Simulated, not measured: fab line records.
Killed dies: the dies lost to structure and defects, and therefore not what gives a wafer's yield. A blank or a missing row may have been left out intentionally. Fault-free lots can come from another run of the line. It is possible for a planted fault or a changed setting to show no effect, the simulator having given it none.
Chamber matching    flow n5-finfet    N5_BEOL_M2_ALD_84 on ald-metal-02 has 4 sister chambers
The step deposits TaN, pulse time 2 s, purge time 3 s, co reactant purge time 2 s. 22 wafers are shown with their chamber, then 11 later ones without.

EACH WAFER AND ITS CHAMBER
wafer   chamber  heater-power-w (W)  mfc-carrier-sccm (sccm)
L075.3  2        414                 1497
L075.4  0        406                 1498
L075.6  1        376                 1496
L078.2  1        365                 1503
L078.3  3        391                 1507
L078.6  1        367                 1501
L076.1  3        386                 1496
L076.5  1        358                 1505
L076.6  0        407                 1505
L080.1  3        386                 1506
L080.3  2        411                 1499
L080.4  0        417                 1504
L082.1  3        382                 1500
L082.2  0        416                 1500
L082.5  3        390                 1498
L084.2  0        410                 1498
L084.4  3        380                 1500
L084.6  3        384                 1504
L088.1  3        393                 1505
L088.2  2        410                 1498
L088.4  0        416                 1501
L087.4  3        402                 1501

SIGNATURES (averages over the wafers above)
reading           chamber 0  chamber 1  chamber 2  chamber 3  scatter within a chamber
heater-power-w    412.00     366.50     411.67     388.22     6.02
mfc-carrier-sccm  1501.00    1501.25    1498.00    1501.89    3.38
Rule: for each reading, subtract the chamber's mean from the wafer's reading, divide by that reading's scatter and square the result; add these up over the readings and take the root, which gives the wafer's distance from the chamber. The wafer belongs to the nearest chamber; if the next one is less than 2 further off, it can't be placed. How the scatter is found: for the shown wafers, subtract from each reading the mean of its chamber, square and add these, divide the total by (wafers less chambers), then take the root.

WAFERS WHOSE CHAMBER IS MISSING
wafer   heater-power-w (W)  mfc-carrier-sccm (sccm)
L087.5  369                 1492
L087.6  422                 1498
L090.1  397                 1505
L090.2  422                 1499
L090.4  378                 1496
L091.1  385                 1499
L091.3  368                 1492
L091.6  369                 1495
L097.1  409                 1506
L097.3  415                 1505
L097.5  407                 1501

WHICH CHAMBER EACH WENT THROUGH
wafer   from the rows above           in truth
L087.5  can't be placed: 1 or 3       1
L087.6  can't be placed: 2 or 0       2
L090.1  can't be placed: 3 or 0 or 2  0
L090.2  can't be placed: 2 or 0       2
L090.4  can't be placed: 3 or 1       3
L091.1  3                             3
L091.3  can't be placed: 1 or 3       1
L091.6  can't be placed: 1 or 3       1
L097.1  can't be placed: 0 or 2       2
L097.3  can't be placed: 0 or 2       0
L097.5  can't be placed: 0 or 2       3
Correct placement for 1 of the 11. Unplaceable from these rows: 10, with the true chamber sitting among the candidates in 9. Wrongly placed: 0.
